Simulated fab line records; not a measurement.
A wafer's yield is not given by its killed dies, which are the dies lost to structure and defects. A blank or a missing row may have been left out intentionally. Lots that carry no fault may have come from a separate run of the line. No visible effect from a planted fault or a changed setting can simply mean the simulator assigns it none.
One fault seen from 2 desks + flow n5-finfet + what lay behind the numbers comes last; until then each desk has only its own

== TOOL OWNER'S DESK, plasma-asher-01 ==
The tool's own readings at N5_SDB_STRIP_22 (strips in N2/H2): means of the sampled wafers that have a number, for each lot that ran on this tool. The brackets show how far a lot's mean lies from the usual mean; more than 4 standard deviations puts the lot out of limits, marked OUT.
Columns: A = drypump-motor-current-A at N5_SDB_STRIP_22, usual 5.6 A; B = h2-flow-sccm at N5_SDB_STRIP_22, usual 3248 sccm; C = heater-power-w at N5_SDB_STRIP_22, usual 313 W; D = oes-product-au at N5_SDB_STRIP_22, usual 0.714 a.u.; E = strip-time-to-endpoint-s at N5_SDB_STRIP_22, usual 96.1 s; F = temp-c at N5_SDB_STRIP_22, usual 249.99 C
| lot  | first seen here | A   | B    | C   | D     | E    | F      |
|------|-----------------|-----|------|-----|-------|------|--------|
| L352 | day 5 01:49     | 6.0 | 3249 | 313 | 0.714 | 95.7 | 250.27 |
| L353 | day 5 10:14     | 6.0 | 3245 | 316 | 0.713 | 96.3 | 250.01 |
| L363 | day 7 18:56     | 5.6 | 3245 | 324 | 0.714 | 96.2 | 249.89 |
| L365 | day 8 05:43     | 6.0 | 3247 | 313 | 0.717 | 95.9 | 250.08 |
| L370 | day 9 14:58     | 6.0 | 3245 | 314 | 0.713 | 96.6 | 250.04 |
This desk's finding: nothing out of limits on any of the 5 lots.

== METROLOGY DESK ==
Lot by lot, what the gauges showed, no matter which tool ran the lot: averages of those sampled wafers that carry a number. The brackets show how far a lot's mean lies from the usual mean; more than 4 standard deviations puts the lot out of limits, marked OUT. It has 11 readings; the 7 that lie furthest out on some lot are the ones shown.
Columns: A = DIBL_N at N5_BEOL_M4_RC_MEAS_101, usual 36.3 mV/V; B = DIBL_P at N5_BEOL_M4_RC_MEAS_101, usual 36.5 mV/V; C = IOFF_N at N5_BEOL_M4_RC_MEAS_101, usual 0.16 nA/um; D = IOFF_P at N5_BEOL_M4_RC_MEAS_101, usual 0.22 nA/um; E = ION_N at N5_BEOL_M4_RC_MEAS_101, usual 677 uA/um; F = ION_P at N5_BEOL_M4_RC_MEAS_101, usual 466 uA/um; G = VT_N at N5_BEOL_M4_RC_MEAS_101, usual 249 mV
| lot  | first seen here | A    | B    | C    | D    | E   | F   | G   |
|------|-----------------|------|------|------|------|-----|-----|-----|
| L348 | day 3 20:23     | 36.2 | 36.7 | 0.15 | 0.19 | 672 | 461 | 251 |
| L352 | day 4 21:39     | 38.2 | 38.5 | 0.19 | 0.24 | 694 | 465 | 247 |
| L353 | day 5 06:14     | 38.4 | 38.3 | 0.20 | 0.25 | 685 | 468 | 246 |
| L359 | day 6 16:21     | 35.9 | 35.5 | 0.14 | 0.21 | 669 | 463 | 253 |
| L360 | day 6 21:22     | -    | -    | -    | -    | -   | -   | -   |
| L361 | day 7 04:13     | -    | -    | -    | -    | -   | -   | -   |
| L363 | day 7 14:55     | 36.5 | 35.6 | 0.15 | 0.22 | 671 | 461 | 251 |
| L365 | day 8 01:22     | 35.5 | 35.8 | 0.16 | 0.21 | 677 | 467 | 248 |
| L368 | day 8 17:28     | 32.8 | 32.8 | 0.11 | 0.16 | 654 | 455 | 255 |
| L369 | day 9 05:47     | 36.2 | 36.9 | 0.16 | 0.24 | 682 | 470 | 248 |
| L370 | day 9 10:44     | 35.5 | 37.0 | 0.17 | 0.23 | 680 | 468 | 248 |
This desk's finding: nothing out of limits on any of the 11 lots.

== ALL TOGETHER ==
The tool owner's desk saw nothing out of limits.
Metrology desk: nothing out of limits seen.

== WHAT WAS PUT IN BY THE SIMULATOR ==
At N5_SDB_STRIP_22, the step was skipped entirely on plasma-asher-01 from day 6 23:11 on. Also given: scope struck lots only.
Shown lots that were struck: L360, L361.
